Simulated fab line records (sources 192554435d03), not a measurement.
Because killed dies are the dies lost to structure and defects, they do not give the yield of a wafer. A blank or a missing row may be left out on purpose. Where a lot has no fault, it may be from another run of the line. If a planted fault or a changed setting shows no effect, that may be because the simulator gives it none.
fab line records -- flow n5Finfet
record: lots: 7, wafers: 21
route steps=1938 shown BEOL_M6@1204 BEOL_M7@1263 BEOL_M8@1358
startH: hours from the record's first day to the start of the lot's first wafer shown -- waitH: time in hours since the lot's previous step -- " same as the row above -- L1.1+2: a single row standing in for several wafers -- - value missing, or start not given -- * or withheld: withheld -- < > ~ a bound
route shown NAME@n: a module of which the file shows steps, and the number in the route of the first -- usual: mean/standard deviation of fault-free wafers -- same: alike in all rows -- chamber/n: place in a boat -- sites: each site's reading -- _std_site: how widely they spread, as a standard deviation -- _edge_site: mean of outer sites minus mean of inner sites -- radiusMm: for every site, how far away it sits from the centre of the wafer -- mask NAME#n: copy n -- behind: the last tool/chamber to shape the wafer -- hold: what put the lot on hold/how long, in hours/how the hold closed -- device: names the non-switching transistor (n, p or np) -- end of line: the tests these same wafers got at the end of their route -- for a step that has no rows: nothing shown but its recipe -- killed: the dies lost at the first sort to structure and to defects; this is not the yield of the wafer -- map: shows each die of a wafer: x if killed, . if not, _ if none is there
set.NAME: setting as actually run; set.NAME@STEP: the setting as run at that earlier step -- model.NAME: the simulator's own value behind a step, which no gauge read
lots where settings were altered on purpose, with a table for each step and a row for each wafer
== steps ==
step: N5_BEOL_M6_EXPOSE_08
recipe: maskId: M6, na: 1.35, sourceShape: dipole, sigmaInner: 0.817, sigmaOuter: 0.97, polarization: te, doseMj: 68.25
lot.wafer,tool,chamber,startH,waitH,mask,set.doseMj
L076.2,arfiScanner-02,0,197.44,-,M6#0,63.56
L076.4+6,arfiScanner-02,0,197.44,-,M6#0,68.25
L081.2+5,arfiScanner-03,0,226.18,-,M6#0,72.2
L081.3,arfiScanner-03,0,226.18,-,M6#0,68.25
L083.2+5+6,arfiScanner-01,0,232.13,-,M6#0,68.25
L084.1+2,arfiScanner-01,0,245.95,-,M6#0,68.25
L084.5,arfiScanner-01,0,245.95,-,M6#0,73.19
L087.1+4,arfiScanner-02,0,266.97,-,M6#0,68.25
L087.6,arfiScanner-02,0,266.97,-,M6#0,66.28
L097.2+6,arfiScanner-01,0,319.18,-,M6#0,71.25
L097.4,arfiScanner-01,0,319.18,-,M6#0,68.25
L096.1+5+6,arfiScanner-01,0,325.72,-,M6#0,68.25
step: N5_BEOL_M6_PEB_09
recipe: pebTempC: withheld, pebTimeS: 60, resist: CAR-ArF
step: N5_BEOL_M6_DEVELOP_10
recipe: developTimeS: 30, developer: TMAH, resist: CAR-ArF, rinseLiquid: diw, dry: airSpin, devTempC: 23
step: N5_BEOL_M6_CD_MEAS_11
recipe: targetCdNm: 38.5, landingEnergyEv: 500, detector: seInlens, polarity: opening
usual: cdNm: 38.5/0.37
lot.wafer,tool,chamber,startH,waitH,set.doseMj@BEOL_M6_EXPOSE_08,cdNm
L076.2,cdSem-02,0,197.56,-,63.56,35.4
L076.4,cdSem-02,0,197.56,-,68.25,38.6
L076.6,cdSem-02,0,197.56,-,68.25,38.6
L081.2,cdSem-03,0,226.31,-,72.2,41.1
L081.3,cdSem-03,0,226.31,-,68.25,38.4
L081.5,cdSem-03,0,226.31,-,72.2,41.7
L083.2,cdSem-03,0,232.25,-,68.25,38.9
L083.5,cdSem-03,0,232.25,-,68.25,38.3
L083.6,cdSem-03,0,232.25,-,68.25,38.7
L084.1,cdSem-03,0,246.08,-,68.25,39.5
L084.2,cdSem-03,0,246.08,-,68.25,38.8
L084.5,cdSem-03,0,246.08,-,73.19,42.3
L087.1,cdSem-01,0,267.10,-,68.25,38.6
L087.4,cdSem-01,0,267.10,-,68.25,38.7
L087.6,cdSem-01,0,267.10,-,66.28,37.2
L097.2,cdSem-01,0,319.30,-,71.25,40.9
L097.4,cdSem-01,0,319.30,-,68.25,38.7
L097.6,cdSem-01,0,319.30,-,71.25,40.8
L096.1,cdSem-03,0,325.85,-,68.25,38.5
L096.5,cdSem-03,0,325.85,-,68.25,38.9
L096.6,cdSem-03,0,325.85,-,68.25,38.5
step: N5_BEOL_M6_DESCUM_16
recipe: chemistry: O2, timeS: 7.9, sourcePowerW: 50, biasPowerW: 20, pressureMtorr: 20, rfFrequencyHz: 2.712e+07, tempC: 40, resist: CAR-ArF, o2FlowSccm: 225
step: N5_BEOL_M6_ETCH_61
recipe: chemistry: CF4, target: SiARC, targetDepthA: 455, maskMaterial: CAR-ArF, timeS: 75.8, ionEnergyEv: 80, pressureMtorr: 40, sourceW: 545, biasW: 36, Ar_flow_sccm: 100, cf4FlowSccm: 100, ends: cleared
lot.wafer,tool,chamber,startH,waitH,set.doseMj@BEOL_M6_EXPOSE_08,model.BEOL_M6.cdOffsetNm
L076.2,rieDiel-05,3,197.77,0.0,63.56,-3
L076.4,rieDiel-05,3,197.77,0.0,68.25,0.6
L076.6,rieDiel-05,2,197.77,0.0,68.25,0.4
L081.2,rieDiel-04,1,226.43,0.0,72.2,2.4
L081.3,rieDiel-04,3,226.43,0.0,68.25,0
L081.5,rieDiel-04,2,226.43,0.0,72.2,3.2
L083.2,rieDiel-04,1,232.75,0.0,68.25,-0.2
L083.5+6,rieDiel-04,"2,1",232.75,0.0,68.25,-0.4
L084.1,rieDiel-03,0,246.20,0.0,68.25,0.8
L084.2,rieDiel-03,1,246.20,0.0,68.25,0.6
L084.5,rieDiel-03,3,246.20,0.0,73.19,4.2
L087.1+4,rieDiel-03,"1,0",267.70,0.0,68.25,0
L087.6,rieDiel-03,3,267.70,0.0,66.28,-1.4
L097.2,rieDiel-04,1,319.42,0.0,71.25,2.2
L097.4,rieDiel-04,3,319.42,0.0,68.25,0.2
L097.6,rieDiel-04,2,319.42,0.0,71.25,2.4
L096.1,rieDiel-03,0,326.19,0.0,68.25,0.2
L096.5,rieDiel-03,3,326.19,0.0,68.25,0.6
L096.6,rieDiel-03,0,326.19,0.0,68.25,0
step: N5_BEOL_M6_ETCH_62
recipe: chemistry: N2/H2, target: SOC, targetDepthA: 1100, overetchA: 220, maskMaterial: SiARC, tempC: 40, timeS: 165, ionEnergyEv: 200, pressureMtorr: 30, sourceW: 840, biasW: 150, n2FlowSccm: 200, h2FlowSccm: 200
step: N5_BEOL_M6_STRIP_68
recipe: chemistry: N2/H2, tempC: 40, n2FlowSccm: 200, h2FlowSccm: 200, rfFrequencyHz: 6e+07
step: N5_BEOL_M6_STRIP_67
recipe: chemistry: CF4, resist: SiARC, powerW: 300, biasPowerW: 75, pressureMtorr: 50, cf4FlowSccm: 150, rfFrequencyHz: 6e+07
step: N5_BEOL_M6_HM_OPEN_17
recipe: chemistry: Cl2/BCl3, targetDepthA: 200, overetchA: 60, target: TiN, maskMaterial: SOC, ionEnergyEv: 150, pressureMtorr: 10, icpW: 1000, biasW: 126, Cl2_flow_sccm: 53.25, bcl3FlowSccm: 21.75, Ar_flow_sccm: 25
lot.wafer,tool,chamber,startH,waitH,set.doseMj@BEOL_M6_EXPOSE_08,model.BEOL_M6.cdOffsetNm
L076.2,rieMetal-03,1,198.02,0.0,63.56,-3.2
L076.4+6,rieMetal-03,"0,1",198.02,0.0,68.25,0.8
L081.2,rieMetal-01,0,226.67,0.0,72.2,2.2
L081.3,rieMetal-01,0,226.67,0.0,68.25,-0.2
L081.5,rieMetal-01,1,226.67,0.0,72.2,3
L083.2+6,rieMetal-02,0,232.99,0.0,68.25,-0.4
L083.5,rieMetal-02,1,232.99,0.0,68.25,-0.6
L084.1,rieMetal-01,1,246.45,0.0,68.25,0.8
L084.2,rieMetal-01,0,246.45,0.0,68.25,0.6
L084.5,rieMetal-01,0,246.45,0.0,73.19,3.8
L087.1,rieMetal-03,0,268.00,0.1,68.25,0.2
L087.4,rieMetal-03,1,268.00,0.1,68.25,0
L087.6,rieMetal-03,0,268.00,0.1,66.28,-1.4
L097.2,rieMetal-02,1,319.67,0.0,71.25,2
L097.4,rieMetal-02,0,319.67,0.0,68.25,0
L097.6,rieMetal-02,1,319.67,0.0,71.25,2.2
L096.1+6,rieMetal-03,"1,0",326.44,0.0,68.25,0
L096.5,rieMetal-03,1,326.44,0.0,68.25,0.6
step: N5_BEOL_M6_STRIP_19
recipe: chemistry: O2, powerW: 400, tempC: 40, pressureMtorr: 30, rfFrequencyHz: 6e+07, biasPowerW: 0, overashFraction: 0.2, o2FlowSccm: 225
step: N5_BEOL_M6_CD_MEAS_18
recipe: pitchNm: 80, targetCdNm: 40
usual: cdNm: 40.1/0.44
lot.wafer,tool,chamber,startH,waitH,set.doseMj@BEOL_M6_EXPOSE_08,cdNm
L076.2,cdSem-01,-,198.21,0.1,63.56,36.7
L076.4,cdSem-01,-,198.21,0.1,68.25,40.8
L076.6,cdSem-01,-,198.21,0.1,68.25,40.7
L081.2,cdSem-01,-,226.85,0.1,72.2,41.9
L081.3,cdSem-01,-,226.85,0.1,68.25,39.9
L081.5,cdSem-01,-,226.85,0.1,72.2,43.5
L083.2,cdSem-01,-,233.30,0.1,68.25,39.5
L083.5,cdSem-01,-,233.30,0.1,68.25,39.5
L083.6,cdSem-01,-,233.30,0.1,68.25,39.5
L084.1,cdSem-03,-,246.63,0.0,68.25,40.6
L084.2,cdSem-03,-,246.63,0.0,68.25,40.8
L084.5,cdSem-03,-,246.63,0.0,73.19,44.1
L087.1,cdSem-01,-,268.26,0.0,68.25,40.4
L087.4,cdSem-01,-,268.26,0.0,68.25,40.1
L087.6,cdSem-01,-,268.26,0.0,66.28,38.7
L097.2,cdSem-01,-,319.85,0.1,71.25,42.1
L097.4,cdSem-01,-,319.85,0.1,68.25,40.1
L097.6,cdSem-01,-,319.85,0.1,71.25,42.3
L096.1,cdSem-02,-,326.62,0.0,68.25,39.8
L096.5,cdSem-02,-,326.62,0.0,68.25,40.6
L096.6,cdSem-02,-,326.62,0.0,68.25,39.8
step: N5_BEOL_M6_COAT_63
recipe: resist: SOC, tempC: 250, timeS: 60, spinRpm: 1500, resistThkNm: 60
step: N5_BEOL_M6_COAT_64
recipe: resist: SiARC, tempC: 220, timeS: 60, spinRpm: 1500, resistThkNm: 12
step: N5_BEOL_M6_PRECLEAN_42
recipe: chemistry: residueRemover, timeS: 60, tempC: 40
step: N5_BEOL_M6_SRD_43
recipe: timeS: 30, tempC: 23, rinseLiquid: diw, dry: ipaMarangoni
step: N5_BEOL_M6_CD_MEAS_35
recipe: targetCdNm: 40, targetCdYNm: 28, polarity: opening
usual: cdNm: 40.0/0.44
lot.wafer,tool,chamber,startH,waitH,set.doseMj@BEOL_M6_EXPOSE_08,cdNm
L076.2,cdSem-02,-,200.60,0.0,63.56,36.8
L076.4,cdSem-02,-,200.60,0.0,68.25,40.9
L076.6,cdSem-02,-,200.60,0.0,68.25,41.0
L081.2,cdSem-03,-,228.27,0.0,72.2,42.2
L081.3,cdSem-03,-,228.27,0.0,68.25,39.9
L081.5,cdSem-03,-,228.27,0.0,72.2,43.0
L083.2,cdSem-03,-,234.89,0.0,68.25,39.6
L083.5,cdSem-03,-,234.89,0.0,68.25,39.5
L083.6,cdSem-03,-,234.89,0.0,68.25,39.6
L084.1,cdSem-01,-,247.91,0.0,68.25,40.6
L084.2,cdSem-01,-,247.91,0.0,68.25,40.2
L084.5,cdSem-01,-,247.91,0.0,73.19,43.9
L087.1,cdSem-02,-,270.78,0.0,68.25,40.0
L087.4,cdSem-02,-,270.78,0.0,68.25,40.1
L087.6,cdSem-02,-,270.78,0.0,66.28,38.6
L097.2,cdSem-02,-,320.90,0.0,71.25,42.1
L097.4,cdSem-02,-,320.90,0.0,68.25,39.8
L097.6,cdSem-02,-,320.90,0.0,71.25,42.1
L096.1,cdSem-02,-,330.79,0.0,68.25,40.1
L096.5,cdSem-02,-,330.79,0.0,68.25,40.5
L096.6,cdSem-02,-,330.79,0.0,68.25,40.4
step: N5_BEOL_M7_ILD_DEP_00
recipe: material: SiCOH_lowk, targetThkA: 1797.5, tempC: 300, precursor: DEMS/porogen, pressureTorr: 5, rfW: 500, timeS: 33.4
lot.wafer,tool,chamber,startH,waitH,set.timeS,model.SiCOH_lowk_of_BEOL_M7_ILD_DEP_00.thkNm
L076.2,pecvd-02,0,203.23,0.0,38.4,204.2
L076.4,pecvd-02,0,203.23,0.0,38.4,210
L076.6,pecvd-02,1,203.23,0.0,33.4,181.8
L081.2,pecvd-01,2,231.23,0.0,33.4,178.4
L081.3,pecvd-01,1,231.23,0.0,29.48,159.2
L081.5,pecvd-01,0,231.23,0.0,29.48,160.4
L083.2,pecvd-04,2,237.98,0.0,33.4,179.6
L083.5,pecvd-04,2,237.98,0.0,35.54,191.8
L083.6,pecvd-04,1,237.98,0.0,33.4,182.6
L084.1,pecvd-01,2,251.59,0.0,33.4,180
L084.2,pecvd-01,0,251.59,0.0,33.4,177.2
L084.5,pecvd-01,0,251.59,0.0,36.76,199.4
L087.1,pecvd-04,1,274.95,0.0,29.65,162.4
L087.4,pecvd-04,2,274.95,0.0,29.65,161.6
L087.6,pecvd-04,1,274.95,0.0,33.4,182.2
L097.2,pecvd-04,0,323.51,0.0,37.26,199.2
L097.4,pecvd-04,0,323.51,0.0,37.26,203
L097.6,pecvd-04,2,323.51,0.0,33.4,179.8
L096.1,pecvd-04,0,333.88,0.0,33.4,179.6
L096.5,pecvd-04,0,333.88,0.0,33.4,182.8
L096.6,pecvd-04,2,333.88,0.0,33.4,178.8
step: N5_BEOL_M7_CURE_74
recipe: tempC: 385, timeS: 240, ambient: He/Ar, material: SiCOH_lowk
lot.wafer,tool,chamber,startH,waitH,set.timeS@BEOL_M7_ILD_DEP_00,model.SiCOH_lowk_of_BEOL_M7_ILD_DEP_00.thkNm
L076.2,uvCure-01,2,203.37,0.1,38.4,176.4
L076.4,uvCure-01,2,203.37,0.1,38.4,181.4
L076.6,uvCure-01,2,203.37,0.1,33.4,156.8
L081.2,uvCure-02,2,231.38,0.1,33.4,153.8
L081.3,uvCure-02,2,231.38,0.1,29.48,137
L081.5,uvCure-02,2,231.38,0.1,29.48,138.2
L083.2,uvCure-03,0,238.13,0.1,33.4,155
L083.5,uvCure-03,0,238.13,0.1,35.54,165.6
L083.6,uvCure-03,0,238.13,0.1,33.4,157.6
L084.1,uvCure-02,0,251.66,0.0,33.4,155.2
L084.2,uvCure-02,0,251.66,0.0,33.4,152.8
L084.5,uvCure-02,0,251.66,0.0,36.76,172.2
L087.1,uvCure-01,0,275.02,0.0,29.65,139.8
L087.4,uvCure-01,0,275.02,0.0,29.65,139.2
L087.6,uvCure-01,0,275.02,0.0,33.4,157.2
L097.2,uvCure-02,0,323.65,0.1,37.26,172
L097.4,uvCure-02,0,323.65,0.1,37.26,175.4
L097.6,uvCure-02,0,323.65,0.1,33.4,155
L096.1,uvCure-03,0,333.95,0.0,33.4,154.8
L096.5,uvCure-03,0,333.95,0.0,33.4,157.6
L096.6,uvCure-03,0,333.95,0.0,33.4,154.2
step: N5_BEOL_M7_THK_MEAS_01
recipe: reads: SiCOH_lowk_of_BEOL_M7_ILD_DEP_00
usual: M7_ILD_THK: 155.2/1.7
lot.wafer,tool,chamber,startH,waitH,set.timeS@BEOL_M7_ILD_DEP_00,M7_ILD_THK[nm]
L076.2,filmMetro-01,-,203.80,0.4,38.4,176.5
L076.4,filmMetro-01,-,203.80,0.4,38.4,181.3
L076.6,filmMetro-01,-,203.80,0.4,33.4,156.8
L081.2,filmMetro-01,-,231.81,0.4,33.4,153.8
L081.3,filmMetro-01,-,231.81,0.4,29.48,136.9
L081.5,filmMetro-01,-,231.81,0.4,29.48,138.2
L083.2,filmMetro-01,-,238.56,0.4,33.4,154.8
L083.5,filmMetro-01,-,238.56,0.4,35.54,165.4
L083.6,filmMetro-01,-,238.56,0.4,33.4,157.4
L084.1,filmMetro-02,-,252.17,0.4,33.4,155.4
L084.2,filmMetro-02,-,252.17,0.4,33.4,152.7
L084.5,filmMetro-02,-,252.17,0.4,36.76,172.3
L087.1,filmMetro-02,-,275.53,0.4,29.65,139.8
L087.4,filmMetro-02,-,275.53,0.4,29.65,139.2
L087.6,filmMetro-02,-,275.53,0.4,33.4,157.2
L097.2,filmMetro-01,-,324.09,0.4,37.26,172.2
L097.4,filmMetro-01,-,324.09,0.4,37.26,175.4
L097.6,filmMetro-01,-,324.09,0.4,33.4,155.0
L096.1,filmMetro-01,-,334.46,0.4,33.4,154.9
L096.5,filmMetro-01,-,334.46,0.4,33.4,157.6
L096.6,filmMetro-01,-,334.46,0.4,33.4,154.4
step: N5_BEOL_M7_HM_DEP_02
recipe: material: TiN, targetThkA: 200, tempC: 25, chamberPressurePa: 0.49996
lot.wafer,tool,chamber,startH,waitH,set.targetThkA,model.TiN_of_BEOL_M7_HM_DEP_02.thkNm
L076.2+6,pvdSputter-02,-,204.83,1.0,200,20
L076.4,pvdSputter-02,-,204.83,1.0,200,20.2
L081.2,pvdSputter-01,-,232.34,0.5,192.4,19.2
L081.3+5,pvdSputter-01,-,232.34,0.5,200,19.8
L083.2,pvdSputter-01,-,240.58,2.0,200,19.8
L083.5+6,pvdSputter-01,-,240.58,2.0,200,20
L084.1,pvdSputter-01,-,253.64,1.4,176.7,17.8
L084.2+5,pvdSputter-01,-,253.64,1.4,200,20.2
L087.1,pvdSputter-02,-,276.49,0.9,192.4,19.6
L087.4,pvdSputter-02,-,276.49,0.9,200,20
L087.6,pvdSputter-02,-,276.49,0.9,200,20.2
L097.2,pvdSputter-02,-,325.29,1.2,190.9,19.2
L097.4,pvdSputter-02,-,325.29,1.2,200,20.2
L097.6,pvdSputter-02,-,325.29,1.2,190.9,19
L096.1+6,pvdSputter-03,-,334.69,0.2,200,20.4
L096.5,pvdSputter-03,-,334.69,0.2,200,20.2
step: N5_BEOL_M7_COAT_59
recipe: resist: SOC, tempC: 250, timeS: 60, spinRpm: 1500, resistThkNm: 100
step: N5_BEOL_M7_COAT_60
recipe: resist: SiARC, tempC: 220, timeS: 60, spinRpm: 1500, resistThkNm: 35
step: N5_BEOL_M7_STRIP_68
recipe: chemistry: N2/H2, tempC: 40, n2FlowSccm: 200, h2FlowSccm: 200, rfFrequencyHz: 6e+07
step: N5_BEOL_M7_STRIP_67
recipe: chemistry: CF4, resist: SiARC, powerW: 300, biasPowerW: 75, pressureMtorr: 50, cf4FlowSccm: 150, rfFrequencyHz: 6e+07
step: N5_BEOL_M7_HM_OPEN_17
recipe: chemistry: Cl2/BCl3, targetDepthA: 200, overetchA: 60, target: TiN, maskMaterial: SOC, ionEnergyEv: 150, pressureMtorr: 10, icpW: 1000, biasW: 126, Cl2_flow_sccm: 53.25, bcl3FlowSccm: 21.75, Ar_flow_sccm: 25
lot.wafer,tool,chamber,startH,waitH,set.targetThkA@BEOL_M7_HM_DEP_02,model.etch.depthNm
L076.2,rieMetal-01,1,205.76,0.0,200,20.03
L076.4,rieMetal-01,0,205.76,0.0,200,20.1
L076.6,rieMetal-01,1,205.76,0.0,200,19.97
L081.2,rieMetal-01,1,233.08,0.0,192.4,19.21
L081.3+5,rieMetal-01,1,233.08,0.0,200,19.74
L083.2,rieMetal-02,0,241.60,0.0,200,19.9
L083.5,rieMetal-02,1,241.60,0.0,200,19.92
L083.6,rieMetal-02,0,241.60,0.0,200,20.01
L084.1,rieMetal-03,0,254.67,0.0,176.7,17.88
L084.2,rieMetal-03,1,254.67,0.0,200,20.15
L084.5,rieMetal-03,1,254.67,0.0,200,20.19
L087.1,rieMetal-03,1,277.63,0.0,192.4,19.59
L087.4,rieMetal-03,1,277.63,0.0,200,20.09
L087.6,rieMetal-03,1,277.63,0.0,200,20.23
L097.2,rieMetal-03,0,326.17,0.0,190.9,19.2
L097.4,rieMetal-03,1,326.17,0.0,200,20.17
L097.6,rieMetal-03,1,326.17,0.0,190.9,19.08
L096.1,rieMetal-01,1,335.55,0.0,200,20.39
L096.5,rieMetal-01,0,335.55,0.0,200,20.3
L096.6,rieMetal-01,1,335.55,0.0,200,20.46
step: N5_BEOL_M7_STRIP_19
recipe: chemistry: O2, powerW: 400, tempC: 40, pressureMtorr: 30, rfFrequencyHz: 6e+07, biasPowerW: 0, overashFraction: 0.2, o2FlowSccm: 225
step: N5_BEOL_M7_STRIP_76
recipe: chemistry: C4F6/O2, resist: SiARC, rfFrequencyHz: 6e+07
step: N5_BEOL_M7_STRIP_36
recipe: chemistry: N2/H2, powerW: 450, tempC: 40, pressureMtorr: 20, rfFrequencyHz: 6e+07, overashFraction: 0.3, biasPowerW: 7, h2Frac: 0.5, n2FlowSccm: 200, h2FlowSccm: 200
step: N5_BEOL_M7_TRENCH_ETCH_37
recipe: chemistry: C4F6/O2, targetDepthA: 934.78, target: SiCOH_lowk, timeS: 31.2, ionEnergyEv: 250, pressureMtorr: 30, sourceW: 345, biasW: 185, Ar_flow_sccm: 300, C4F6_flow_sccm: 10, O2_flow_sccm: 10
lot.wafer,tool,chamber,startH,waitH,set.targetThkA@BEOL_M7_HM_DEP_02,model.TiN_of_BEOL_M7_HM_DEP_02.thkNm
L076.2+4,rieDiel-02,"3,2",-,-,200,17.4
L076.6,rieDiel-02,3,-,-,200,17.2
L081.2,rieDiel-01,3,-,-,192.4,16.6
L081.3,rieDiel-01,1,-,-,200,17.2
L081.5,rieDiel-01,1,-,-,200,17
L083.2+5,rieDiel-02,"2,0",-,-,200,17.2
L083.6,rieDiel-02,3,-,-,200,17.4
L084.1,rieDiel-02,3,-,-,176.7,15.2
L084.2+5,rieDiel-02,"1,3",-,-,200,17.4
L087.1,rieDiel-01,3,-,-,192.4,16.8
L087.4,rieDiel-01,2,-,-,200,17.4
L087.6,rieDiel-01,1,-,-,200,17.6
L097.2+6,rieDiel-01,3,-,-,190.9,16.4
L097.4,rieDiel-01,1,-,-,200,17.6
L096.1+6,rieDiel-02,"3,0",-,-,200,17.8
L096.5,rieDiel-02,1,-,-,200,17.6
step: N5_BEOL_M7_ETCH_41
recipe: chemistry: CH3F/O2, target: SiCN, targetDepthA: 319, taperDeg: 2, timeS: 57.8, ionEnergyEv: 120, maskMaterial: TiN, pressureMtorr: 30, sourceW: 395, biasW: 75, Ar_flow_sccm: 150, CH3F_flow_sccm: 30, O2_flow_sccm: 20
usual: rfVppV: 296.7/1.9
lot.wafer,tool,chamber,startH,waitH,set.biasW,rfVppV
L076.2,rieDiel-02,3,-,-,75,296.6
L076.4,rieDiel-02,2,-,-,75,295.1
L076.6,rieDiel-02,3,-,-,63.67,267.5
L081.2,rieDiel-01,3,-,-,75,295.3
L081.3,rieDiel-01,1,-,-,75,297.7
L081.5,rieDiel-01,1,-,-,70.65,289.2
L083.2,rieDiel-02,2,-,-,70.75,284.5
L083.5,rieDiel-02,0,-,-,75,299.7
L083.6,rieDiel-02,3,-,-,75,296.2
L084.1,rieDiel-02,3,-,-,84.56,319.9
L084.2,rieDiel-02,1,-,-,75,295.3
L084.5,rieDiel-02,3,-,-,84.56,322.3
L087.1,rieDiel-01,3,-,-,65.07,269.7
L087.4,rieDiel-01,2,-,-,65.07,270.8
L087.6,rieDiel-01,1,-,-,65.07,273.3
L097.2,rieDiel-01,3,-,-,75,296.4
L097.4,rieDiel-01,1,-,-,75,299.9
L097.6,rieDiel-01,3,-,-,75,297.8
L096.1,rieDiel-02,3,-,-,75,296.7
L096.5,rieDiel-02,1,-,-,75,297.2
L096.6,rieDiel-02,0,-,-,75,298.9
step: N5_BEOL_M8_COAT_71
recipe: resist: underlayer, tempC: 205, timeS: 60, spinRpm: 1500, resistThkNm: 5
lot.wafer,tool,chamber,startH,waitH,set.spinRpm,model.underlayer_of_BEOL_M8_COAT_71.thkNm
L076.2,lithoTrack-04,0,-,-,1500,5
L076.4+6,lithoTrack-04,0,-,-,1590,4.8
L081.2+3,lithoTrack-01,0,-,-,1567,5
L081.5,lithoTrack-01,0,-,-,1500,5
L083.2+6,lithoTrack-01,0,-,-,1341,5.2
L083.5,lithoTrack-01,0,-,-,1500,5
L084.1+2,lithoTrack-04,0,-,-,1336,5.4
L084.5,lithoTrack-04,0,-,-,1500,5
L087.1,lithoTrack-01,0,-,-,1500,5
L087.4+6,lithoTrack-01,0,-,-,1630,4.8
L097.2+4+6,lithoTrack-04,0,-,-,1500,5
L096.1+5+6,lithoTrack-02,0,-,-,1500,5
== key ==
split: step: N5_BEOL_M6_EXPOSE_08, setting: doseMj, stated: 68.25, by: wafer
response: step: N5_BEOL_M6_CD_MEAS_11, reading: cdNm, change: +0.475, per: 1%, r: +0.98
response: step: N5_BEOL_M6_ETCH_61, reading: model.BEOL_M6.cdOffsetNm, change: +0.491, per: 1%, r: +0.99
response: step: N5_BEOL_M6_HM_OPEN_17, reading: model.BEOL_M6.cdOffsetNm, change: +0.496, per: 1%, r: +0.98
response: step: N5_BEOL_M6_CD_MEAS_18, reading: cdNm, change: +0.514, per: 1%, r: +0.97
response: step: N5_BEOL_M6_CD_MEAS_35, reading: cdNm, change: +0.52, per: 1%, r: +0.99
split: step: N5_BEOL_M7_ILD_DEP_00, setting: timeS, stated: 33.4, by: wafer
response: step: N5_BEOL_M7_ILD_DEP_00, reading: model.SiCOH_lowk_of_BEOL_M7_ILD_DEP_00.thkNm, change: +1.76, per: 1%, r: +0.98
response: step: N5_BEOL_M7_CURE_74, reading: model.SiCOH_lowk_of_BEOL_M7_ILD_DEP_00.thkNm, change: +1.54, per: 1%, r: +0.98
response: step: N5_BEOL_M7_THK_MEAS_01, reading: M7_ILD_THK, change: +1.55, per: 1%, r: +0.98
split: step: N5_BEOL_M7_HM_DEP_02, setting: targetThkA, stated: 200, by: wafer
response: step: N5_BEOL_M7_HM_DEP_02, reading: model.TiN_of_BEOL_M7_HM_DEP_02.thkNm, change: +0.2, per: 1%, r: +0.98
response: step: N5_BEOL_M7_HM_OPEN_17, reading: model.etch.depthNm, change: +0.192, per: 1%, r: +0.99
response: step: N5_BEOL_M7_TRENCH_ETCH_37, reading: model.TiN_of_BEOL_M7_HM_DEP_02.thkNm, change: +0.192, per: 1%, r: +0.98
split: step: N5_BEOL_M7_ETCH_41, setting: biasW, stated: 75, by: wafer
response: step: N5_BEOL_M7_ETCH_41, reading: rfVppV, change: +1.92, per: 1%, r: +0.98
split: step: N5_BEOL_M8_COAT_71, setting: spinRpm, stated: 1500, by: wafer
response: step: N5_BEOL_M8_COAT_71, reading: model.underlayer_of_BEOL_M8_COAT_71.thkNm, change: -0.026, per: 1%, r: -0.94
